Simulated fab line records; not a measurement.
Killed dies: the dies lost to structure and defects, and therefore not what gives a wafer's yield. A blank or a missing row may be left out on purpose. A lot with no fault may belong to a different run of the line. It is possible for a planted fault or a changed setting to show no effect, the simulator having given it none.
fab line records    flow n5Finfet    part 2 of 2: steps 22 to 31 of 31
record: lots: 5  wafers: 15  lastDay: 18
route steps=1938 shown BEOL_M12@1625
lots that met no fault: from a run of the same line without faults
startH: start of the lot's first displayed wafer, in hours after the record's first day    waitH: hours from the lot's prior step to this one    " identical to the entry in the row above    L1.1+2: a row that stands for several wafers    - either no value or no given start    * or withheld: withheld    < > ~ a bound
route shown NAME@n: names a module that has steps shown in the file, with the first one's number in the route    usual: mean and standard deviation over wafers with no fault    same: alike in all rows    chamber/n: place in a boat    sites: per-site readings    _std_site: how widely they spread, as a standard deviation    _edge_site: outer sites' mean less inner sites'    radiusMm: for every site, how far away it sits from the centre of the wafer    mask NAME#n: copy n    behind: the tool/chamber that last shaped the wafer    hold: what put the lot on hold/how long, in hours/how the hold closed    device: names the non-switching transistor (n, p or np)    end of line: tests of these same wafers at the route's end    a step with no rows: only its recipe    killed: the dies lost at the first sort to structure and to defects; this is not the yield of the wafer    map: dies across one wafer; x = killed, . = not, _ = none there
set.NAME: the setting as run; set.NAME@STEP: as run at that earlier step    model.NAME: the simulator's own value behind a step, which no gauge read
lots seen at some steps along the route; tables by step, rows by wafer
services: the hour from which a tool's chamber was out of use, counted from the record's first day as startH (under 0 if before that day), plus the number of hours and why
== steps ==
step: N5_BEOL_M12_DEGAS_41
recipe: ambient: vacuum  tempC: 250  timeS: 60
usual: heaterPowerW: 332/32
lot.wafer  tool           chamber  startH  waitH  heaterPowerW
L075.2     pvdSputter-03  -        243.47  0.2    293
L075.4     "              -        "       "      312
L075.6     "              -        "       "      367
L074.1     pvdSputter-02  -        243.52  0.1    321
L074.4     "              -        "       "      320
L074.5     "              -        "       "      321
L080.2     pvdSputter-03  -        275.75  0.3    361
L080.3     "              -        "       "      364
L080.6     "              -        "       "      318
L088.2     pvdSputter-02  -        326.10  0.2    392
L088.5     "              -        "       "      317
L088.6     "              -        "       "      381
L097.2     pvdSputter-02  -        386.66  0.3    326
L097.4     "              -        "       "      325
L097.5     "              -        "       "      317
step: N5_BEOL_M12_PRE_CLEAN_42
recipe: gas: H2/He  timeS: 30  tempC: 250
usual: heaterPowerW: 332/32
lot.wafer  tool           chamber  startH  waitH  heaterPowerW
L075.2     pvdSputter-03  -        243.51  0.0    297
L075.4     "              -        "       "      307
L075.6     "              -        "       "      367
L074.1     pvdSputter-02  -        243.56  0.0    320
L074.4     "              -        "       "      324
L074.5     "              -        "       "      321
L080.2     pvdSputter-03  -        275.79  0.0    360
L080.3     "              -        "       "      354
L080.6     "              -        "       "      312
L088.2     pvdSputter-02  -        326.14  0.0    397
L088.5     "              -        "       "      325
L088.6     "              -        "       "      386
L097.2     pvdSputter-02  -        386.70  0.0    327
L097.4     "              -        "       "      324
L097.5     "              -        "       "      316
step: N5_BEOL_M12_SPUTTER_43
recipe: material: TaN  targetThkA: 150  tempC: 50  biasV: 168.6  powerW: 15000  chamberPressurePa: 0.12  timeS: 24.19
usual: throttleValvePct: 30.2/0.66
lot.wafer  tool           chamber  startH  waitH  throttleValvePct
L075.2     pvdSputter-03  -        243.55  0.0    30.8
L075.4     "              -        "       "      30.2
L075.6     "              -        "       "      29.5
L074.1     pvdSputter-02  -        243.60  0.0    30.8
L074.4     "              -        "       "      29.4
L074.5     "              -        "       "      30.7
L080.2     pvdSputter-03  -        275.83  0.0    29.4
L080.3     "              -        "       "      28.9
L080.6     "              -        "       "      29.9
L088.2     pvdSputter-02  -        326.18  0.0    29.9
L088.5     "              -        "       "      29.8
L088.6     "              -        "       "      29.7
L097.2     pvdSputter-02  -        386.74  0.0    30.8
L097.4     "              -        "       "      30.9
L097.5     "              -        "       "      30.8
step: N5_BEOL_M12_SPUTTER_44
recipe: material: Ta  targetThkA: 100  tempC: 50  biasV: 80  powerW: 15000  chamberPressurePa: 0.07  timeS: 16.13
usual: throttleValvePct: 30.1/0.69
lot.wafer  tool           chamber  startH  waitH  throttleValvePct
L075.2     pvdSputter-03  -        243.63  0.0    31.1
L075.4     "              -        "       "      30.0
L075.6     "              -        "       "      29.3
L074.1     pvdSputter-02  -        243.68  0.0    30.8
L074.4     "              -        "       "      30.0
L074.5     "              -        "       "      30.4
L080.2     pvdSputter-03  -        275.91  0.0    29.1
L080.3     "              -        "       "      28.6
L080.6     "              -        "       "      30.2
L088.2     pvdSputter-02  -        326.26  0.0    30.0
L088.5     "              -        "       "      29.5
L088.6     "              -        "       "      29.9
L097.2     pvdSputter-02  -        386.82  0.0    30.7
L097.4     "              -        "       "      30.5
L097.5     "              -        "       "      30.7
step: N5_BEOL_M12_SPUTTER_45
recipe: material: Cu  targetThkA: 800  tempC: -20  biasV: 60  powerW: 26000  chamberPressurePa: 0.13  timeS: 13.33
usual: throttleValvePct: 30.2/0.67
lot.wafer  tool           chamber  startH  waitH  throttleValvePct
L075.2     pvdSputter-03  -        243.71  0.0    30.8
L075.4     "              -        "       "      29.9
L075.6     "              -        "       "      29.4
L074.1     pvdSputter-02  -        243.76  0.0    30.9
L074.4     "              -        "       "      29.8
L074.5     "              -        "       "      30.8
L080.2     pvdSputter-03  -        275.99  0.0    29.2
L080.3     "              -        "       "      28.7
L080.6     "              -        "       "      29.7
L088.2     pvdSputter-02  -        326.34  0.0    30.0
L088.5     "              -        "       "      29.3
L088.6     "              -        "       "      29.9
L097.2     pvdSputter-02  -        386.90  0.0    30.8
L097.4     "              -        "       "      30.6
L097.5     "              -        "       "      30.6
step: N5_BEOL_M12_ECD_47
recipe: material: Cu  targetThkA: 7200
lot.wafer   tool      chamber  startH  waitH
L075.2+4+6  ecdCu-02  1,1,0    243.83  0.1
L074.1+4+5  ecdCu-01  0,1,1    243.88  0.1
L080.2+3+6  ecdCu-01  1,1,0    276.11  0.1
L088.2+5+6  ecdCu-02  0,1,0    326.45  0.1
L097.2+4+5  ecdCu-01  0,0,1    387.02  0.1
step: N5_BEOL_M12_ANNEAL_48
recipe: tempC: 225  timeS: 90  ambient: N2
usual: annealTempCMax: 226.0/0.48  wafer_temp_C_max: 226.4/0.66
lot.wafer  tool          chamber  startH  waitH  annealTempCMax  wafer_temp_C_max
L074.1     rtpAnneal-01  0        244.75  0.8    225.6           225.6
L074.4     "             0        "       "      225.2           226.0
L074.5     "             0        "       "      225.5           225.7
L075.2     rtpAnneal-02  0        244.77  0.9    226.7           227.0
L075.4     "             0        "       "      226.8           227.4
L075.6     "             0        "       "      226.0           226.7
L080.2     rtpAnneal-02  0        276.41  0.3    226.2           226.9
L080.3     "             0        "       "      226.3           227.1
L080.6     "             0        "       "      226.2           227.3
L088.2     rtpAnneal-02  0        326.91  0.4    226.7           226.9
L088.5     "             0        "       "      226.4           226.9
L088.6     "             0        "       "      226.4           227.3
L097.2     rtpAnneal-01  0        387.21  0.1    225.7           225.9
L097.4     "             0        "       "      225.7           225.7
L097.5     "             0        "       "      225.7           225.5
step: N5_BEOL_M12_CMP_49
recipe: stopOn: SiOC  tOverpolishS: 20.6  downForcePsi: 1  platenRpm: 50  clearingPlatenDownForcePsi: 1.5  clearingPlatenRpm: 50  postCmpClean: cuAlkaline  targetThkNm: 320  clearingPlatenPadVelocityMS: 0.99484  padVelocityMS: 0.99484
usual: barrierFieldEndpointS: 29.9/0.77  motorCurrentA: 6.0/0.56  overpolishRunS: 20.600/0.0096
lot.wafer  tool    chamber  startH  waitH  barrierFieldEndpointS  motorCurrentA  overpolishRunS
L075.4     cmp-01  1        245.02  0.1    29.5                   5.5            20.602
L075.2     "       0        "       "      29.3                   6.6            20.596
L075.6     "       2        "       "      28.2                   6.2            20.598
L074.1     cmp-02  3        245.10  0.3    30.6                   6.1            20.583
L074.4     "       1        "       "      30.4                   4.9            20.575
L074.5     "       3        "       "      29.5                   5.9            20.598
L080.3     cmp-02  3        276.73  0.2    29.8                   6.1            20.591
L080.2     "       0        "       "      29.5                   5.7            20.609
L080.6     "       2        "       "      29.3                   5.9            20.592
L088.2     cmp-03  1        327.26  0.3    29.4                   5.3            20.580
L088.5     "       3        "       "      30.5                   6.0            20.590
L088.6     "       0        "       "      30.1                   6.1            20.602
L097.2     cmp-01  0        387.50  0.2    29.6                   6.6            20.585
L097.4     "       1        "       "      30.0                   5.4            20.603
L097.5     "       0        "       "      29.7                   6.4            20.596
step: N5_BEOL_M12_THK_MEAS_50
recipe: thkMeasGauge: xrf  reads: Cu_of_BEOL_M12_ECD_47
usual: M12_THK: 325/6.3
lot.wafer  tool          chamber  startH  waitH  M12_THK[nm]
L075.2     filmMetro-01  -        245.31  -      322
L075.4     "             -        "       "      325
L075.6     "             -        "       "      321
L074.1     filmMetro-02  -        245.35  -      327
L074.4     "             -        "       "      317
L074.5     "             -        "       "      330
L080.2     filmMetro-01  -        276.95  -      322
L080.3     "             -        "       "      326
L080.6     "             -        "       "      319
L088.2     filmMetro-01  -        327.47  -      318
L088.5     "             -        "       "      320
L088.6     "             -        "       "      328
L097.2     filmMetro-02  -        387.75  -      334
L097.4     "             -        "       "      335
L097.5     "             -        "       "      337
step: N5_BEOL_M12_PRE_CLEAN_52
recipe: gas: NH3  timeS: 15  tempC: withheld  rfPowerW: 300
lot.wafer   tool      chamber  startH  waitH
L075.2+4+6  pecvd-03  0,0,1    245.35  0.0
L074.1+4+5  pecvd-03  1,0,1    245.41  0.1
L080.2+3+6  pecvd-01  1,2,1    276.99  0.0
L088.2+5+6  pecvd-03  1,2,1    327.51  0.0
L097.2+4+5  pecvd-01  1,2,1    387.79  0.0
== services ==
tool            chamber  startH  hours  kind
rieDiel-04      2        214.43  1.4    repair
krfScanner-01   -        218.23  4.4    pm
cmp-02          -        231.85  0.3    repair
cmp-01          -        239.72  3.3    repair
plasmaAsher-02  -        240.80  0.9    repair
pecvd-01        1        243.29  17.6   repair
pecvd-01        -        245.94  0.7    repair
plasmaAsher-01  -        245.98  1.4    repair
cmp-01          -        258.12  0.5    repair
ecdCu-01        -        269.47  0.6    repair
krfScanner-02   -        269.94  0.8    pm
plasmaAsher-01  -        279.24  0.7    repair
krfScanner-02   -        286.72  1.3    pm
rieDiel-04      3        302.35  11.0   repair
rieDiel-05      -        312.36  2.8    pm
ecdCu-01        -        318.18  9.1    pm
krfScanner-02   -        318.40  1.0    pm
rieDiel-04      -        337.78  6.8    repair
pecvd-03        1        339.16  4.0    repair
rieDiel-02      -        344.64  0.3    repair
rieDiel-05      3        351.58  8.8    repair
pvdSputter-02   -        357.05  3.6    repair
rieDiel-05      2        364.74  10.6   repair
pvdSputter-03   -        367.80  5.5    repair
